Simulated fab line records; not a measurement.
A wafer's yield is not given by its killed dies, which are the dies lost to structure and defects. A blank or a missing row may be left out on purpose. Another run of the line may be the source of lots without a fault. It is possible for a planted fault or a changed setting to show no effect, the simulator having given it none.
Lot-split experiment	flow n5 finfet	route with 1938 steps; 7 lots, 39 wafers read

== ON THE SPLIT ==
At N5_BEOL_M3_CVD_47 (deposits Co from CCTBA/H2, target thk 3 nm, time 223.8 s), the setting target thk a was moved away from the recipe's 30 angstrom on 15 of the 39 wafers read, by -44.2% to +56.9%. This setting was run at the recipe's value on the other wafers.

The split's own step is where the reading is taken.

== THE READING ==
Co_of_BEOL_M3_CVD_47.thk nm (the simulator's own value, which no gauge read), in nm, at N5_BEOL_M3_CVD_47 (deposits Co from CCTBA/H2, target thk 3 nm, time 223.8 s). The file does not state a usual value for it. Average 2.9 nm, standard deviation 0.12 nm, over the 24 wafers here run with the recipe.

wafer	tool, chamber at the split	target thk a as run, angstrom	against the recipe	Co_of_BEOL_M3_CVD_47.thk nm, nm	against lot-mates on the recipe
L075.1	cvd co-01, 2,0,1	24.05	-19.8%	2.2	-0.7
L075.2	cvd co-01, 2,0,1	24.05	-19.8%	2.2	-0.7
L075.6	cvd co-01, 2,0,1	24.05	-19.8%	2.2	-0.7
L075.3	cvd co-01, 1	30	recipe	3	-
L075.4	cvd co-01, 2,0	30	recipe	2.8	-
L075.5	cvd co-01, 2,0	30	recipe	2.8	-
L078.1	cvd co-02, 2,2,0	47.07	+56.9%	4.6	+1.7
L078.4	cvd co-02, 2,2,0	47.07	+56.9%	4.6	+1.7
L078.5	cvd co-02, 2,2,0	47.07	+56.9%	4.6	+1.7
L078.2	cvd co-02, 0	30	recipe	3	-
L078.3	cvd co-02, 0,2	30	recipe	2.8	-
L078.6	cvd co-02, 0,2	30	recipe	2.8	-
L085.1	cvd co-02, 2,0,1	30	recipe	3	-
L085.2	cvd co-02, 2,0,1	30	recipe	3	-
L085.3	cvd co-02, 2,0,1	30	recipe	3	-
L085.4	cvd co-02, 0,1	16.73	-44.2%	1.8	-1.2
L085.5	cvd co-02, 0,1	16.73	-44.2%	1.8	-1.2
L085.6	cvd co-02, 2	16.73	-44.2%	1.6	-1.4
L087.2	cvd co-01, 0,2	30	recipe	2.8	-
L087.6	cvd co-01, 0,2	30	recipe	2.8	-
L087.4	cvd co-01, 1	30	recipe	3	-
L090.1	cvd co-02, 2,0	22.33	-25.6%	2.2	-0.8
L090.2	cvd co-02, 2,0	22.33	-25.6%	2.2	-0.8
L090.3	cvd co-02, 1,2,1	30	recipe	3	-
L090.4	cvd co-02, 1,2,1	30	recipe	3	-
L090.5	cvd co-02, 1,2,1	30	recipe	3	-
L090.6	cvd co-02, 0	22.33	-25.6%	2.4	-0.6
L091.1	cvd co-02, 0,1	30	recipe	3.2	-
L091.6	cvd co-02, 0,1	30	recipe	3.2	-
L091.2	cvd co-02, 2	30	recipe	2.8	-
L091.4	cvd co-02, 2	30	recipe	2.8	-
L091.3	cvd co-02, 1,0	30	recipe	3	-
L091.5	cvd co-02, 1,0	30	recipe	3	-
L093.1	cvd co-01, 0	18.81	-37.3%	2	-0.9
L093.2	cvd co-01, 1,0	18.81	-37.3%	1.8	-1.1
L093.6	cvd co-01, 1,0	18.81	-37.3%	1.8	-1.1
L093.3	cvd co-01, 2	30	recipe	2.8	-
L093.5	cvd co-01, 2	30	recipe	2.8	-
L093.4	cvd co-01, 1	30	recipe	3	-
If several chambers appear in one row, that row covers several wafers at once and the file leaves open which wafer was in which chamber.

FIT RESULTS
A straight line over all 39 wafers: Co_of_BEOL_M3_CVD_47.thk nm changes by +0.0287 nm for each +1% of target thk a; r = +0.98; the points scatter about the line by 0.12 nm.
The same after taking each lot's own level away (the mean of its wafers on the recipe; 39 wafers): +0.0294 nm for each +1%; r = +0.99; scatter 0.1 nm.
That fit puts the effect of the largest move of target thk a on the reading at 1.7 nm.
Across the lots, their own levels run from 2.87 to 3.00 nm, a range of 1.1 times the standard deviation given above.
The two slopes agree, so the slope changes little with the lot-to-lot level.
Check: for one of the wafers moved furthest among these (+56.9%), held out of the fit, the line's prediction against its lot-mates is +1.67 nm. It came out at +1.73 nm against them.

== THESE WAFERS: OTHER SPLITS ==
Note: prior to the reading, these wafers also went through further splits. Each is held against what the fit with the lots' levels taken away leaves over:
other split on the same wafers	wafers away from the commonest value	r with Co_of_BEOL_M3_CVD_47.thk nm (lot level and that fit taken away)
N5_BEOL_M0_SAQP_ETCH_106 target depth a	6	+0.01

== FILE'S OWN FIT ==
Co_of_BEOL_M3_CVD_47.thk nm changes by +0.0293 nm for each +1% of target thk a, r = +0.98.
